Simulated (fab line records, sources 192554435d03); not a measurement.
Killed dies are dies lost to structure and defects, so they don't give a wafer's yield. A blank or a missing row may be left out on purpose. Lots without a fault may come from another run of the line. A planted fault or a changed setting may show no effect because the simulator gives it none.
fab line records | flow n5_finfet | part 1 of 2: steps 1 to 19 of 25
record lots=5 wafers=15 last_day=20
route steps=1938 shown BEOL_M11@1555
lots that met no fault: from a run of the same line without faults
start_h: hours from the record's first day to the start of the lot's first wafer shown | wait_h: hours since the lot's step before | " the same as in the row above | L1.1+2: a row that stands for several wafers | - no value, or no start given | * or withheld: withheld | < > ~ a bound
route shown NAME@n: a module of which the file shows steps, and the number in the route of the first | usual: mean/standard deviation of fault-free wafers | same: alike in all rows | chamber/n: place in a boat | sites: the reading at each site | _std_site: their standard deviation | _edge_site: outer sites' mean less inner sites' | radius_mm: how far each site lies from the wafer's centre | mask NAME#n: copy n | behind: the tool/chamber that last shaped the wafer | hold: why the lot was held/for how many hours/how that ended | device: the transistor (n, p or np) that didn't switch | end of line: the same wafers' tests at the end of the route | a step without rows: its recipe alone | killed: dies lost to structure and defects at the first sort, not the wafer's yield | map: a wafer's dies, x killed, . not, _ none there
set.NAME: the setting as run; set.NAME@STEP: as run at that earlier step | model.NAME: the simulator's own value behind a step, which no gauge read
lots at some steps of the route; a table a step, a row a wafer
services: from which hour (start_h, from the record's first day; less than 0 if before it) a tool's chamber was out of use, for how many hours, and why
## steps
# step N5_BEOL_M11_STRIP_68
# recipe chemistry=N2/H2 temp_c=40 n2_flow_sccm=200 h2_flow_sccm=200 rf_frequency_hz=6e+07
# columns lot.wafer tool chamber start_h wait_h
L075.1+3+6 rie_diel-01 1,3,1 272.11 0.1
L076.1+2+3 rie_diel-06 0,3,2 292.44 0.1
L083.1+5+6 rie_diel-01 2,1,2 373.27 0.1
L085.3+4+5 rie_diel-03 0,0,1 385.34 0.1
L088.1+3+4 rie_diel-01 3,0,1 419.77 0.1
# step N5_BEOL_M11_STRIP_67
# recipe chemistry=CF4 resist=SiARC power_w=300 bias_power_w=75 pressure_mtorr=50 cf4_flow_sccm=150 rf_frequency_hz=6e+07
# usual drypump_motor_current_A=5.8/0.36 oes_product_au=0.81/0.064 rf_vpp_V=271.3/1.6 showerhead_plenum_p_Torr=1.80/0.055 throttle_valve_pct=13.54/0.21
# columns lot.wafer tool chamber start_h wait_h drypump_motor_current_A oes_product_au rf_hours_counter_h rf_vpp_V showerhead_plenum_p_Torr throttle_valve_pct
L075.1 rie_diel-01 1 272.12 0.0 5.6 0.95 7 272.1 1.90 13.38
L075.3 " 3 " " 6.1 0.85 56 269.6 1.82 13.41
L075.6 " 1 " " 5.6 0.94 - 273.1 1.90 13.36
L076.1 rie_diel-06 0 292.45 0.0 6.5 0.76 175 274.0 1.85 13.61
L076.2 " 3 " " 5.8 0.68 261 268.6 1.69 13.60
L076.3 " 2 " " 5.6 0.78 137 270.8 1.79 13.54
L083.1 rie_diel-01 2 373.28 0.0 5.7 0.78 118 270.8 1.81 13.87
L083.5 " 1 " " 5.6 0.90 - 275.5 1.90 13.43
L083.6 " 2 " " 5.7 0.77 - 271.3 1.81 13.85
L085.3 rie_diel-03 0 385.35 0.0 6.0 0.81 97 269.6 1.74 13.71
L085.4 " 0 " " 6.0 0.80 - 269.1 1.74 13.70
L085.5 " 1 " " 5.2 0.93 - 272.1 1.83 13.09
L088.1 rie_diel-01 3 419.78 0.0 6.1 0.81 90 270.6 1.81 13.50
L088.3 " 0 " " 5.4 0.82 72 270.3 1.75 13.56
L088.4 " 1 " " 5.6 0.87 40 274.0 1.89 13.48
# step N5_BEOL_M11_HM_OPEN_17
# recipe chemistry=Cl2/BCl3 target_depth_a=200 overetch_a=60 target=TiN mask_material=SOC ion_energy_ev=150 pressure_mtorr=10 icp_w=1000 bias_w=126 Cl2_flow_sccm=53.25 bcl3_flow_sccm=21.75 Ar_flow_sccm=25
# usual bias_w=126.1/0.36 drypump_motor_current_A=5.62/0.28 he_backside_leak_sccm=3.38/0.26 oes_product_au=0.69/0.097 throttle_valve_pct=22.09/0.15
# columns lot.wafer tool chamber start_h wait_h bias_w drypump_motor_current_A he_backside_leak_sccm oes_product_au rf_hours_counter_h throttle_valve_pct
L075.1 rie_metal-01 1 272.16 0.0 126.1 5.89 3.48 0.54 99 22.35
L075.3 " 0 " " 126.5 5.55 3.26 0.55 - 22.09
L075.6 " 1 " " 126.1 5.88 3.48 0.54 - 22.37
L076.1 rie_metal-03 1 292.49 0.0 125.9 5.45 3.71 0.67 46 22.20
L076.2 " 0 " " 125.5 5.35 3.26 0.56 92 22.13
L076.3 " 1 " " 126.3 5.45 3.54 0.67 - 22.20
L083.1 rie_metal-01 1 373.33 0.0 126.6 5.88 3.34 0.84 0 22.06
L083.5 " 0 " " 126.3 5.55 3.42 0.79 - 21.81
L083.6 " 1 " " 126.1 5.88 3.36 0.84 - 22.06
L085.3 rie_metal-03 0 385.42 0.1 126.2 5.33 3.29 0.56 - 22.11
L085.4 " 1 " " 125.8 5.43 5.17 0.65 - 22.23
L085.5 " 1 " " 125.7 5.41 3.58 0.66 - 22.22
L088.1 rie_metal-02 1 419.82 0.0 126.1 5.68 3.12 0.75 13 22.06
L088.3 " 1 " " 125.7 5.68 3.08 0.74 - 22.08
L088.4 " 0 " " 125.7 6.25 3.42 0.63 - 22.21
# step N5_BEOL_M11_STRIP_19
# recipe chemistry=O2 power_w=400 temp_c=40 pressure_mtorr=30 rf_frequency_hz=6e+07 bias_power_w=0 overash_fraction=0.2 o2_flow_sccm=225
# usual drypump_motor_current_A=5.9/0.37 oes_product_au=0.80/0.065 rf_vpp_V=3.7/0.63 showerhead_plenum_p_Torr=2.10/0.068 temp_c=39.97/0.12 throttle_valve_pct=16.63/0.21
# columns lot.wafer tool chamber start_h wait_h drypump_motor_current_A oes_product_au rf_hours_counter_h rf_vpp_V showerhead_plenum_p_Torr temp_c throttle_valve_pct
L075.1 rie_diel-01 2 272.27 0.1 5.7 0.80 96 3.8 2.12 39.98 16.90
L075.3 " 3 " " 6.1 0.87 56 4.0 2.13 40.06 16.50
L075.6 " 2 " " 5.7 0.80 - 4.6 2.12 39.97 16.88
L076.1 rie_diel-03 0 292.61 0.1 6.0 0.83 69 3.7 2.05 40.19 16.83
L076.2 " 3 " " 6.2 0.78 125 3.3 2.01 40.06 16.51
L076.3 " 2 " " 5.9 0.80 82 4.0 2.12 39.78 16.61
L083.1 rie_diel-01 1 373.44 0.1 5.6 0.91 28 3.9 2.23 39.84 16.59
L083.5 " 3 " " 6.1 0.83 - 3.4 2.12 39.90 16.59
L083.6 " 0 " " 5.4 0.85 - 3.8 2.04 40.02 16.65
L085.3 rie_diel-03 1 385.50 0.1 5.2 0.93 16 4.3 2.14 39.80 16.18
L085.4 " 0 " " 6.0 0.81 97 4.6 2.04 40.01 16.90
L085.5 " 1 " " 5.2 0.93 - 2.9 2.14 39.79 16.17
L088.1 rie_diel-06 2 419.94 0.1 5.5 0.75 164 4.4 2.10 39.93 16.70
L088.3 " 3 " " 5.8 0.91 22 4.0 2.23 39.91 16.19
L088.4 " 0 " " 6.5 0.73 202 4.6 2.17 40.03 16.76
# step N5_BEOL_M11_CD_MEAS_18
# recipe pitch_nm=140 target_cd_nm=70
# usual cd_nm=69.9/0.49
# columns lot.wafer tool chamber start_h wait_h cd_nm
L075.1 cd_sem-03 - 272.34 0.0 70.2
L075.3 " - " " 70.5
L075.6 " - " " 70.0
L076.1 cd_sem-03 - 292.68 0.0 69.5
L076.2 " - " " 69.5
L076.3 " - " " 69.0
L083.1 cd_sem-03 - 373.51 0.0 69.5
L083.5 " - " " 69.3
L083.6 " - " " 70.2
L085.3 cd_sem-02 - 385.57 0.1 69.4
L085.4 " - " " 69.6
L085.5 " - " " 70.8
L088.1 cd_sem-01 - 420.01 0.0 70.4
L088.3 " - " " 69.6
L088.4 " - " " 70.1
# step N5_BEOL_M11_COAT_63
# recipe resist=SOC temp_c=250 time_s=60 spin_rpm=1500 resist_thk_nm=100
# usual exhaust_pa=45.2/0.96
# columns lot.wafer tool chamber start_h wait_h exhaust_pa
L075.1 litho_track-03 0 275.49 3.2 46.1
L075.3 " 0 " " 45.9
L075.6 " 0 " " 45.3
L076.1 litho_track-05 0 294.46 1.8 45.0
L076.2 " 0 " " 45.0
L076.3 " 0 " " 44.5
L083.1 litho_track-01 0 374.89 1.4 46.2
L083.5 " 0 " " 46.6
L083.6 " 0 " " 44.5
L085.3 litho_track-03 0 386.27 0.7 46.8
L085.4 " 0 " " 46.2
L085.5 " 0 " " 47.3
L088.1 litho_track-05 0 420.08 0.1 44.8
L088.3 " 0 " " 45.7
L088.4 " 0 " " 44.7
# step N5_BEOL_M11_COAT_64
# recipe resist=SiARC temp_c=220 time_s=60 spin_rpm=1500 resist_thk_nm=30
# usual exhaust_pa=45.1/0.97
# columns lot.wafer tool chamber start_h wait_h exhaust_pa
L075.1 litho_track-03 0 - - 45.5
L075.3 " 0 " " 44.4
L075.6 " 0 " " 44.4
L076.1 litho_track-05 0 - - 44.8
L076.2 " 0 " " 46.5
L076.3 " 0 " " 44.1
L083.1 litho_track-01 0 - - 44.5
L083.5 " 0 " " 45.0
L083.6 " 0 " " 44.6
L085.3 litho_track-03 0 - - 47.0
L085.4 " 0 " " 44.8
L085.5 " 0 " " 46.6
L088.1 litho_track-05 0 - - 45.8
L088.3 " 0 " " 43.8
L088.4 " 0 " " 44.0
# step N5_BEOL_M11_COAT_22
# recipe resist=CAR-ArF spin_rpm=1500 resist_thk_nm=90
# usual exhaust_pa=44.5/0.77
# columns lot.wafer tool chamber start_h wait_h exhaust_pa
L075.1 litho_track-03 0 - - 43.8
L075.3 " 0 " " 45.5
L075.6 " 0 " " 43.6
L076.1 litho_track-05 0 - - 44.8
L076.2 " 0 " " 44.7
L076.3 " 0 " " 44.3
L083.1 litho_track-01 0 - - 46.0
L083.5 " 0 " " 45.1
L083.6 " 0 " " 46.6
L085.3 litho_track-03 0 - - 45.1
L085.4 " 0 " " 44.3
L085.5 " 0 " " 44.4
L088.1 litho_track-05 0 - - 45.5
L088.3 " 0 " " 45.0
L088.4 " 0 " " 44.6
# step N5_BEOL_M11_EBR_24
# recipe solvent=PGMEA ebr_width_mm=1.5
# usual exhaust_pa=45.0/0.88
# columns lot.wafer tool chamber start_h wait_h exhaust_pa
L075.1 litho_track-03 0 - - 45.1
L075.3 " 0 " " 46.4
L075.6 " 0 " " 45.0
L076.1 litho_track-05 0 - - 45.1
L076.2 " 0 " " 44.1
L076.3 " 0 " " 46.1
L083.1 litho_track-01 0 - - 46.7
L083.5 " 0 " " 44.5
L083.6 " 0 " " 45.0
L085.3 litho_track-03 0 - - 45.8
L085.4 " 0 " " 44.9
L085.5 " 0 " " 45.1
L088.1 litho_track-05 0 - - 45.0
L088.3 " 0 " " 45.6
L088.4 " 0 " " 45.7
# step N5_BEOL_M11_SOFTBAKE_23
# recipe temp_c=110 time_s=60 resist=CAR-ArF
# usual exhaust_pa=45.0/0.92
# columns lot.wafer tool chamber start_h wait_h exhaust_pa
L075.1 litho_track-03 0 - - 43.8
L075.3 " 0 " " 45.5
L075.6 " 0 " " 45.5
L076.1 litho_track-05 0 - - 45.5
L076.2 " 0 " " 45.2
L076.3 " 0 " " 44.9
L083.1 litho_track-01 0 - - 45.5
L083.5 " 0 " " 45.5
L083.6 " 0 " " 44.5
L085.3 litho_track-03 0 - - 45.0
L085.4 " 0 " " 45.6
L085.5 " 0 " " 45.5
L088.1 litho_track-05 0 - - 44.6
L088.3 " 0 " " 42.9
L088.4 " 0 " " 43.5
# step N5_BEOL_M11_EXPOSE_25
# recipe mask_id=V10 na=1.35 source_shape=annular sigma_inner=0.5 sigma_outer=0.8 polarization=unpolarized dose_mj=85.5
# columns lot.wafer tool chamber start_h wait_h mask
L075.1+3+6 arfi_scanner-03 0 275.74 - V10#0
L076.1+2+3 arfi_scanner-02 0 294.70 - V10#0
L083.1+5+6 arfi_scanner-02 0 375.01 - V10#0
L085.3+4+5 arfi_scanner-03 0 386.53 - V10#0
L088.1+3+4 arfi_scanner-02 0 420.20 - V10#0
# step N5_BEOL_M11_PEB_26
# recipe peb_temp_c=withheld peb_time_s=60 resist=CAR-ArF
# usual exhaust_pa=45.3/0.88
# columns lot.wafer tool chamber start_h wait_h exhaust_pa
L075.1 litho_track-01 0 275.80 0.1 46.0
L075.3 " 0 " " 45.7
L075.6 " 0 " " 47.4
L076.1 litho_track-05 0 294.76 0.1 45.2
L076.2 " 0 " " 45.1
L076.3 " 0 " " 46.2
L083.1 litho_track-03 0 375.07 0.1 45.8
L083.5 " 0 " " 45.5
L083.6 " 0 " " 46.1
L085.3 litho_track-03 0 386.58 0.0 45.1
L085.4 " 0 " " 45.7
L085.5 " 0 " " 44.3
L088.1 litho_track-05 0 420.26 0.1 46.2
L088.3 " 0 " " 45.9
L088.4 " 0 " " 45.0
# step N5_BEOL_M11_DEVELOP_27
# recipe develop_time_s=30 developer=TMAH resist=CAR-ArF rinse_liquid=diw dry=air_spin dev_temp_c=23
# usual developer_temp_C=23.00/0.11 exhaust_pa=45.0/0.99
# same develop_time_s=30
# columns lot.wafer tool chamber start_h wait_h developer_temp_C exhaust_pa
L075.1 litho_track-01 0 - - 22.85 45.1
L075.3 " 0 " " 23.07 46.2
L075.6 " 0 " " 23.01 45.0
L076.1 litho_track-05 0 - - 22.87 46.2
L076.2 " 0 " " 23.12 45.8
L076.3 " 0 " " 23.04 44.4
L083.1 litho_track-03 0 - - 23.19 45.2
L083.5 " 0 " " 23.09 44.4
L083.6 " 0 " " 23.07 44.8
L085.3 litho_track-03 0 - - 22.81 46.1
L085.4 " 0 " " 23.17 44.1
L085.5 " 0 " " 22.90 46.2
L088.1 litho_track-05 0 - - 22.93 45.3
L088.3 " 0 " " 23.11 43.9
L088.4 " 0 " " 22.90 45.1
# step N5_BEOL_M11_CD_MEAS_28
# recipe target_cd_nm=70 landing_energy_ev=500 detector=se_inlens polarity=opening
# usual cd_nm=69.8/0.8
# columns lot.wafer tool chamber start_h wait_h cd_nm
L075.1 cd_sem-01 0 275.87 - 70.4
L075.3 " 0 " " 69.9
L075.6 " 0 " " 69.4
L076.1 cd_sem-02 0 294.83 - 70.0
L076.2 " 0 " " 70.7
L076.3 " 0 " " 70.5
L083.1 cd_sem-03 0 375.14 - 69.0
L083.5 " 0 " " 69.6
L083.6 " 0 " " 68.8
L085.3 cd_sem-01 0 386.65 - 69.6
L085.4 " 0 " " 69.7
L085.5 " 0 " " 69.6
L088.1 cd_sem-03 0 420.33 - 69.9
L088.3 " 0 " " 70.0
L088.4 " 0 " " 69.2
# step N5_BEOL_M11_OVL_MEAS_29
# recipe points_per_wafer=44
# usual V10_OVL=-0.2/0.71
# columns lot.wafer tool chamber start_h wait_h V10_OVL[nm]
L075.1 overlay-02 0 275.90 0.0 0.1
L075.3 " 0 " " -0.3
L075.6 " 0 " " -0.9
L076.1 overlay-01 0 294.86 0.0 -0.1
L076.2 " 0 " " 0.4
L076.3 " 0 " " 0.4
L083.1 overlay-02 0 375.17 0.0 -0.5
L083.5 " 0 " " -0.3
L083.6 " 0 " " 0.0
L085.3 overlay-01 0 386.68 0.0 -1.0
L085.4 " 0 " " -0.2
L085.5 " 0 " " -0.8
L088.1 overlay-01 0 420.36 0.0 -1.5
L088.3 " 0 " " -0.1
L088.4 " 0 " " -1.2
# step N5_BEOL_M11_INSPECT_30
# recipe mode=adi inspect_instrument=brightfield
# usual raw_defect_count=393/80
# columns lot.wafer tool chamber start_h wait_h raw_defect_count
L075.1 defect_inspect-02 - 275.92 0.0 247
L075.3 " - " " 444
L075.6 " - " " 308
L076.1 defect_inspect-01 - 294.89 0.0 477
L076.2 " - " " 332
L076.3 " - " " 433
L083.1 defect_inspect-01 - 375.19 0.0 374
L083.5 " - " " 342
L083.6 " - " " 331
L085.3 defect_inspect-01 - 386.70 0.0 402
L085.4 " - " " 311
L085.5 " - " " 391
L088.1 defect_inspect-01 - 420.38 0.0 437
L088.3 " - " " 362
L088.4 " - " " 326
# step N5_BEOL_M11_DESCUM_33
# recipe chemistry=O2 time_s=7.9 source_power_w=50 bias_power_w=20 pressure_mtorr=20 rf_frequency_hz=2.712e+07 temp_c=40 resist=CAR-ArF o2_flow_sccm=225
# usual drypump_motor_current_A=5.9/0.37 oes_product_au=0.80/0.061 rf_vpp_V=243.0/1.3 showerhead_plenum_p_Torr=2.09/0.067 temp_c=40.00/0.11 throttle_valve_pct=20.41/0.21
# columns lot.wafer tool chamber start_h wait_h drypump_motor_current_A oes_product_au rf_hours_counter_h rf_vpp_V showerhead_plenum_p_Torr temp_c throttle_valve_pct
L075.1 rie_diel-06 3 275.96 0.0 5.8 0.67 256 243.3 1.97 40.13 20.29
L075.3 " 0 " " 6.5 0.75 171 243.6 2.18 40.11 20.46
L075.6 " 0 " " 6.5 0.75 - 243.2 2.18 40.02 20.45
L076.1 rie_diel-06 2 294.92 0.0 5.5 0.78 137 243.9 2.10 39.95 20.39
L076.2 " 1 " " 6.2 0.91 38 242.5 2.04 40.06 20.45
L076.3 " 0 " " 6.5 0.74 176 245.6 2.18 40.04 20.46
L083.1 rie_diel-06 1 375.23 0.0 6.3 0.87 54 241.3 2.04 39.86 20.50
L083.5 " 2 " " 5.5 0.75 - 241.9 2.09 40.13 20.41
L083.6 " 1 " " 6.3 0.87 - 243.1 2.04 39.89 20.46
L085.3 rie_diel-06 1 386.74 0.0 6.3 0.87 56 241.6 2.04 40.13 20.49
L085.4 " 3 " " 5.8 0.92 14 243.9 2.23 39.88 19.92
L085.5 " 0 " " 6.5 0.73 - 244.1 2.17 39.83 20.49
L088.1 rie_diel-03 2 420.67 0.3 5.9 0.76 116 242.1 2.10 39.88 20.45
L088.3 " 1 " " 5.2 0.90 24 244.6 2.13 39.99 19.93
L088.4 " 0 " " 6.0 0.79 106 241.5 2.03 39.95 20.70
# step N5_BEOL_M11_ETCH_65
# recipe chemistry=CF4 target=SiARC target_depth_a=390 mask_material=CAR-ArF time_s=65 ion_energy_ev=80 pressure_mtorr=40 source_w=545 bias_w=36 Ar_flow_sccm=100 cf4_flow_sccm=100 ends=cleared
# usual bias_w=36.00/0.11 drypump_motor_current_A=5.9/0.36 etch_rf_on_time_s=65.0/0.88 oes_product_au=0.69/0.052 rf_vpp_V=184.0/1.2 showerhead_plenum_p_Torr=2.14/0.063 throttle_valve_pct=15.59/0.19
# columns lot.wafer tool chamber start_h wait_h bias_w drypump_motor_current_A etch_rf_on_time_s oes_product_au rf_hours_counter_h rf_vpp_V showerhead_plenum_p_Torr throttle_valve_pct
L075.1 rie_diel-06 3 275.99 0.0 36.08 5.8 65.8 0.57 256 182.5 2.02 15.57
L075.3 " 0 " " 36.08 6.5 65.9 0.64 171 184.3 2.22 15.62
L075.6 " 0 " " 36.09 6.5 66.3 0.63 - 186.9 2.22 15.63
L076.1 rie_diel-06 2 294.95 0.0 36.13 5.5 64.0 0.67 137 183.5 2.15 15.57
L076.2 " 1 " " 35.95 6.2 63.4 0.77 38 183.3 2.10 15.62
L076.3 " 0 " " 35.93 6.5 65.1 0.63 176 185.5 2.21 15.63
L083.1 rie_diel-06 1 375.26 0.0 35.96 6.2 64.0 0.75 54 183.3 2.10 15.67
L083.5 " 2 " " 36.09 5.5 64.5 0.65 - 183.6 2.14 15.63
L083.6 " 1 " " 36.07 6.2 64.2 0.74 - 183.9 2.10 15.68
L085.3 rie_diel-06 1 386.77 0.0 35.82 6.3 64.0 0.75 56 184.6 2.10 15.69
L085.4 " 3 " " 35.87 5.8 64.9 0.78 14 187.2 2.27 15.08
L085.5 " 0 " " 35.96 6.5 66.3 0.63 - 185.1 2.21 15.66
L088.1 rie_diel-03 2 420.70 0.0 35.93 5.9 64.4 0.66 116 183.6 2.16 15.66
L088.3 " 1 " " 36.16 5.2 65.4 0.79 24 186.1 2.18 15.14
L088.4 " 0 " " 35.99 6.0 65.2 0.68 106 183.2 2.08 15.79
# step N5_BEOL_M11_ETCH_66
# recipe chemistry=N2/H2 target=SOC target_depth_a=1200 overetch_a=240 mask_material=SiARC temp_c=40 time_s=180 ion_energy_ev=200 pressure_mtorr=30 source_w=840 bias_w=150 n2_flow_sccm=200 h2_flow_sccm=200
# usual bias_w=150.1/0.46 drypump_motor_current_A=5.9/0.36 oes_product_au=0.65/0.047 rf_vpp_V=523.9/2.3 showerhead_plenum_p_Torr=2.54/0.081 temp_c=39.98/0.11 throttle_valve_pct=17.80/0.2
# columns lot.wafer tool chamber start_h wait_h bias_w drypump_motor_current_A oes_product_au rf_hours_counter_h rf_vpp_V showerhead_plenum_p_Torr temp_c throttle_valve_pct
L075.1 rie_diel-06 3 276.04 0.0 150.8 5.8 0.55 256 519.2 2.40 40.03 17.77
L075.3 " 0 " " 150.2 6.5 0.61 171 526.2 2.64 39.87 17.89
L075.6 " 0 " " 150.3 6.5 0.61 - 526.9 2.64 39.98 17.86
L076.1 rie_diel-06 2 295.00 0.0 150.1 5.5 0.63 137 523.6 2.55 39.96 17.73
L076.2 " 1 " " 148.9 6.3 0.72 38 523.1 2.49 39.91 17.83
L076.3 " 0 " " 150.2 6.5 0.60 176 525.8 2.64 39.83 17.89
L083.1 rie_diel-06 1 375.31 0.0 149.9 6.3 0.70 54 522.1 2.48 40.08 17.87
L083.5 " 2 " " 150.0 5.5 0.61 - 525.0 2.55 40.05 17.76
L083.6 " 1 " " 150.2 6.3 0.70 - 522.2 2.48 39.85 17.87
L085.3 rie_diel-06 1 386.82 0.0 150.1 6.3 0.70 56 521.5 2.48 39.98 17.88
L085.4 " 3 " " 150.2 5.8 0.73 14 528.1 2.71 40.02 17.34
L085.5 " 0 " " 149.8 6.5 0.60 - 527.2 2.63 39.81 17.91
L088.1 rie_diel-03 2 420.75 0.0 150.8 5.9 0.62 116 524.9 2.56 40.12 17.92
L088.3 " 1 " " 150.1 5.2 0.75 24 526.2 2.59 40.06 17.37
L088.4 " 0 " " 150.5 6.0 0.64 106 522.1 2.46 39.98 17.97
